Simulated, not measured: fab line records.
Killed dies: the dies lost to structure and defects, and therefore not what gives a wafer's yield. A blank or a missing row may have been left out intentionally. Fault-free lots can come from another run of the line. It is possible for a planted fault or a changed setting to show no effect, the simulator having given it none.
A struck lot beside a sound one / flow n5 finfet / 16 steps out of a route of 1938
Sound: the wafers L583.1, L583.5, L583.6. Struck: wafer L578.1 (left out: L578.2, L578.6 of the same lot, which were not struck); the cause appears at the end.
At each step with rows: each side's tool, then ch and its chambers, then its first start. Under that, the readings that differ: sound wafers / struck wafers / difference of the means / sigmas: that difference in standard deviations of wafers without a fault.
alike: a reading whose means differ by less than 2 such deviations, as well as words and numbers matching on both sides. not compared: withheld readings; readings where some wafer has no value; bounds like >300 that might hide an equal value; numbers whose values overlap and for which the record gives no deviation.
A row with sigmas, a row that says differs or no value, or rows on one side alone: a step with any of these is where the two part. Numbers that don't overlap but have no deviation are shown without sigmas and don't part them. Lack of a reading on every wafer of one side parts them only where that side has two or more wafers.

N5_FIN_CUT_CD_MEAS_08 targets a cd of 29.1 nm.
  sound on cd sem-03 ch 0, day 4 21:53; struck on cd sem-01 ch 0, day 3 16:14
  alike: cd nm
N5_FIN_CUT_OVL_MEAS_09:
  sound on overlay-01 ch 0, day 4 21:55; struck on overlay-01 ch 0, day 3 16:16
  alike: FIN_CUT_OVL
N5_FIN_CUT_INSPECT_10: inspects for defects (brightfield).
  sound on defect inspect-01 at day 4 21:58; struck on defect inspect-02 at day 3 16:19
  alike: raw defect count
N5_FIN_CUT_DESCUM_13: chemistry O2, time 7 s.
  sound on rie diel-01 ch 2,3, day 4 22:00; struck on rie diel-03 ch 2, day 3 16:21
reading=drypump motor current A (A); sound=5.2 4.8 5.2; struck=6.4; difference=+1.3; sigmas=+3
reading=throttle valve pct (%); sound=20.58 20.70 20.59; struck=20.14; difference=-0.48; sigmas=-2
  alike: oes product au, rf vpp V, showerhead plenum p Torr
  not compared: rf hours counter h
N5_FIN_CUT_ETCH_30: etches underlayer in N2/H2, target depth 13 nm, time 10.4 s.
  sound on rie diel-01 ch 2,3, day 4 22:02; struck on rie diel-03 ch 2, day 3 16:23
reading=drypump motor current A (A); sound=5.2 4.8 5.2; struck=6.4; difference=+1.3; sigmas=+3
  alike: bias w, etch rf on time s, oes product au, rf vpp V, showerhead plenum p Torr, throttle valve pct
  not compared: rf hours counter h
N5_FIN_CUT_ETCH_20: etches SiARC in CF4, target depth 26 nm, time 43.3 s.
  sound on rie diel-01 ch 2,3, day 4 22:03; struck on rie diel-03 ch 2, day 3 16:25
reading=drypump motor current A (A); sound=5.2 4.8 5.2; struck=6.4; difference=+1.3; sigmas=+3
reading=throttle valve pct (%); sound=15.75 15.88 15.78; struck=15.40; difference=-0.40; sigmas=-2
  alike: bias w, etch rf on time s, oes product au, rf vpp V, showerhead plenum p Torr
  not compared: rf hours counter h
N5_FIN_CUT_ETCH_21: etches SOC in N2/H2, target depth 219 nm, overetch 43.8 nm, time 523.5 s.
  sound on rie diel-01 ch 2,3, day 4 22:05; struck on rie diel-03 ch 2, day 3 16:27
reading=drypump motor current A (A); sound=5.2 4.8 5.2; struck=6.4; difference=+1.3; sigmas=+3
  alike: bias w, oes product au, rf vpp V, showerhead plenum p Torr, throttle valve pct
  not compared: rf hours counter h
then, 4 steps without rows for these wafers: N5_FIN_CUT_STRIP_23 (strips in N2/H2); N5_FIN_CUT_STRIP_31 (strips in N2/H2); N5_FIN_CUT_STRIP_24 (strips in CF4); N5_FIN_CUT_CUT_ETCH_26 (etches SiNx in CH3F/O2, target depth 39 nm, time 55.7 s).
N5_FIN_CUT_CUT_ETCH_27: etches SiO2 in CHF3/O2, target depth 4 nm, overetch 2 nm, time 4.9 s.
  sound on rie diel-01 ch 2,3, day 4 22:29; struck on rie diel-03 ch 2, day 3 16:50
reading=drypump motor current A (A); sound=5.2 4.8 5.2; struck=6.5; difference=+1.4; sigmas=+3
reading=rf vpp V (V); sound=518 508 516; struck=540; difference=+26; sigmas=+3
reading=throttle valve pct (%); sound=19.09 19.16 19.09; struck=18.64; difference=-0.47; sigmas=-2
  alike: bias w, oes product au, showerhead plenum p Torr
  not compared: rf hours counter h
N5_FIN_CUT_PRECLEAN_35: cleans in vHF, time 13.3 s.
  sound on vapor etch-01 ch 0,1, day 4 22:33; struck on vapor etch-02 ch 0, day 3 16:54
reading=time s (s); sound=13.3 13.3 13.3; struck=10.622; difference=-2.678; sigmas=
  alike: drypump motor current A
then, 1 step without rows for these wafers: N5_FIN_CUT_CUT_ETCH_15 (etches Si in HBr/Cl2/O2, target depth 100 nm, bt time 10 s, time 42.4 s).
-- here the record skips 6 days between the struck wafers' starts before and after, leaving off in module FIN_CUT and picking up in module BEOL_M4 (first step shown: number 1111 of the route) --
N5_BEOL_M4_RC_MEAS_101:
  sound on prober-02 ch 0, day 11 04:26; struck on prober-02 ch 0, day 9 11:56
reading=ION_P (uA/um); sound=480 470 461; struck=453; difference=-17; sigmas=-2
  alike: DIBL_N, DIBL_P, IOFF_N, IOFF_P, ION_N, SS_N, SS_P, VT_N, VT_P
N5_PASSIVATION_PROBE_49:
  rows exist in the record for the sound wafers here (prober-02, day 15 14:56), none for the struck ones

## WHERE THEY PART
Last at N5_PASSIVATION_PROBE_49 as far as this record goes, first at N5_FIN_CUT_DESCUM_13.

WHY: the cause the simulator had injected
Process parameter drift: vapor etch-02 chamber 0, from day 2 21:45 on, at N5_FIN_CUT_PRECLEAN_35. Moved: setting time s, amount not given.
